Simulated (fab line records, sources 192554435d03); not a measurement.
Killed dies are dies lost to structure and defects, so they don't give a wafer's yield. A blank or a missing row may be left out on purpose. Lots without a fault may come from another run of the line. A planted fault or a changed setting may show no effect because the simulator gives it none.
Split-lot experiment | flow n5_finfet | 7 lots, 39 wafers read, on a route of 1938 steps

THE SPLIT
At N5_BEOL_M4_ETCH_70 (etches SOC in N2/H2, target depth 80 nm, overetch 24 nm, time 130 s), the setting time_s was moved away from the recipe's 130 s on 15 of the 39 wafers read, by -51.5% to +59.6%. The other wafers ran this setting at the recipe's value.

The reading is taken at the split's own step.

THE READING
SiARC_of_BEOL_M4_COAT_68.thk_nm (the simulator's own value, which no gauge read), in nm, at N5_BEOL_M4_ETCH_70 (etches SOC in N2/H2, target depth 80 nm, overetch 24 nm, time 130 s). The file gives no usual value for it. The 24 wafers here that ran the recipe average 6.0 nm, standard deviation 0.13 nm.

wafer  | tool, chamber at the split | time_s as run, s | against the recipe | SiARC_of_BEOL_M4_COAT_68.thk_nm, nm | against lot-mates on the recipe
L075.1 | rie_diel-06, 0             | 175.1            | +34.7%             | 3.8                                 | -2.1
L075.2 | rie_diel-06, 3,2           | 175.1            | +34.7%             | 3.6                                 | -2.3
L075.5 | rie_diel-06, 3,2           | 175.1            | +34.7%             | 3.6                                 | -2.3
L075.3 | rie_diel-06, 2,3           | 130              | recipe             | 5.8                                 | -
L075.6 | rie_diel-06, 2,3           | 130              | recipe             | 5.8                                 | -
L075.4 | rie_diel-06, 0             | 130              | recipe             | 6                                   | -
L076.2 | rie_diel-01, 2,0           | 130              | recipe             | 5.8                                 | -
L076.4 | rie_diel-01, 2,0           | 130              | recipe             | 5.8                                 | -
L076.6 | rie_diel-01, 3             | 130              | recipe             | 6                                   | -
L083.1 | rie_diel-01, 1             | 63               | -51.5%             | 9.2                                 | +3.2
L083.2 | rie_diel-01, 2             | 130              | recipe             | 5.8                                 | -
L083.3 | rie_diel-01, 3             | 130              | recipe             | 6                                   | -
L083.4 | rie_diel-01, 1             | 130              | recipe             | 6.2                                 | -
L083.5 | rie_diel-01, 2,3           | 63               | -51.5%             | 9                                   | +3.0
L083.6 | rie_diel-01, 2,3           | 63               | -51.5%             | 9                                   | +3.0
L087.1 | rie_diel-06, 2,3,0         | 130              | recipe             | 6                                   | -
L087.3 | rie_diel-06, 2,3,0         | 130              | recipe             | 6                                   | -
L087.5 | rie_diel-06, 2,3,0         | 130              | recipe             | 6                                   | -
L087.2 | rie_diel-06, 1,3           | 89.09            | -31.5%             | 7.8                                 | +1.8
L087.6 | rie_diel-06, 1,3           | 89.09            | -31.5%             | 7.8                                 | +1.8
L087.4 | rie_diel-06, 0             | 89.09            | -31.5%             | 8                                   | +2.0
L086.1 | rie_diel-06, 2             | 165.5            | +27.3%             | 4.2                                 | -1.7
L086.2 | rie_diel-06, 0             | 165.5            | +27.3%             | 4.4                                 | -1.5
L086.3 | rie_diel-06, 3             | 130              | recipe             | 5.8                                 | -
L086.4 | rie_diel-06, 1,0           | 130              | recipe             | 6                                   | -
L086.5 | rie_diel-06, 1,0           | 130              | recipe             | 6                                   | -
L086.6 | rie_diel-06, 3             | 165.5            | +27.3%             | 4                                   | -1.9
L088.1 | rie_diel-02, 0,2           | 207.5            | +59.6%             | 2                                   | -3.9
L088.3 | rie_diel-02, 0,2           | 207.5            | +59.6%             | 2                                   | -3.9
L088.2 | rie_diel-02, 1             | 130              | recipe             | 6                                   | -
L088.4 | rie_diel-02, 3,2           | 130              | recipe             | 5.8                                 | -
L088.6 | rie_diel-02, 3,2           | 130              | recipe             | 5.8                                 | -
L088.5 | rie_diel-02, 3             | 207.5            | +59.6%             | 2.2                                 | -3.7
L097.1 | rie_diel-01, 3,2,2         | 130              | recipe             | 6                                   | -
L097.3 | rie_diel-01, 3,2,2         | 130              | recipe             | 6                                   | -
L097.6 | rie_diel-01, 3,2,2         | 130              | recipe             | 6                                   | -
L097.2 | rie_diel-01, 0             | 130              | recipe             | 5.8                                 | -
L097.4 | rie_diel-01, 1             | 130              | recipe             | 6.2                                 | -
L097.5 | rie_diel-01, 1             | 130              | recipe             | 6.2                                 | -
Where a row lists several chambers, the file gives one row for several wafers and doesn't say which wafer went through which chamber.

THE FIT
A straight line over all 39 wafers: SiARC_of_BEOL_M4_COAT_68.thk_nm changes by -0.0632 nm for each +1% of time_s; r = -1.00; the points scatter about the line by 0.14 nm.
The same after taking each lot's own level away (the mean of its wafers on the recipe; 39 wafers): -0.0618 nm for each +1%; r = -1.00; scatter 0.12 nm.
On that fit, the largest move of time_s shifts the reading by 3.7 nm.
The lots' own levels span 5.87 to 6.03 nm, that is 1.3 times the standard deviation above.
So the lot-to-lot level changes the slope little: the two slopes agree.
Check: with one of the wafers moved furthest among these (+59.6%) left out of the fit, the line predicts -3.69 nm for it against its lot-mates. It came out at -3.87 nm against them.

OTHER SPLITS ON THESE WAFERS
These wafers also went through other splits before the reading. Each is held against what the fit with the lots' levels taken away leaves over:
other split on the same wafers         | wafers away from the commonest value | r with SiARC_of_BEOL_M4_COAT_68.thk_nm (lot level and that fit taken away)
N5_FIN_SAQP_HM_DEP_03 time_s           | 12                                   | -0.32
N5_MOL_CONTACT_COAG_ALD_133 ald_cycles | 18                                   | -0.10
N5_BEOL_M4_ILD_DEP_00 target_thk_a     | 18                                   | +0.28

THE FILE'S OWN FIT
SiARC_of_BEOL_M4_COAT_68.thk_nm changes by -0.062 nm for each +1% of time_s, r = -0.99.
